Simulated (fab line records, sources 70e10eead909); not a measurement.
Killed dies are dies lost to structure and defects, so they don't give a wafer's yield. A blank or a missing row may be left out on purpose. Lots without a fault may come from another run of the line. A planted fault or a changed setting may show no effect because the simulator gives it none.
Chamber matching | flow nand_harc | NHARC_P_M1_DESCUM_14 on rie_diel-08: 4 sister chambers
The step chemistry O2, time 3 s. 4 wafers are shown with their chamber, then 11 later ones without.

WAFERS WITH THEIR CHAMBER
wafer  | chamber | drypump_motor_current_A (A)
L085.1 | 2       | 5.9
L088.5 | 1       | 6.5
L088.6 | 0       | 5.0
L090.2 | 3       | 5.7

WAFERS WITHOUT THEIR CHAMBER
wafer  | drypump_motor_current_A (A)
L090.5 | 6.5
L090.6 | 5.9
L091.1 | 5.7
L091.2 | 5.1
L091.3 | 5.9
L093.4 | 5.7
L093.5 | 5.9
L093.6 | 6.5
L094.1 | 5.1
L094.3 | 6.5
L094.6 | 5.7

WHICH CHAMBER EACH WENT THROUGH
wafer  | from the rows above | in truth
L090.5 | 1                   | 1
L090.6 | 2                   | 2
L091.1 | 3                   | 3
L091.2 | 0                   | 0
L091.3 | 2                   | 2
L093.4 | 3                   | 3
L093.5 | 2                   | 2
L093.6 | 1                   | 1
L094.1 | 0                   | 0
L094.3 | 1                   | 1
L094.6 | 3                   | 3
Placed correctly: 11 of 11. Can't be placed from these rows: 0. Placed wrongly: 0.
How it was worked out, from the rows above alone: a wafer's distance from a chamber is the root of the sum, over the readings, of the square of ((its reading less the chamber's mean) divided by the reading's scatter). The wafer belongs to the nearest chamber; if the next one is less than 2 further off, it can't be placed. A chamber's mean is the mean of its shown wafers. The scatter: with one shown wafer a chamber, the root of the mean of the squares of how far each hidden wafer lies from its nearest shown one.
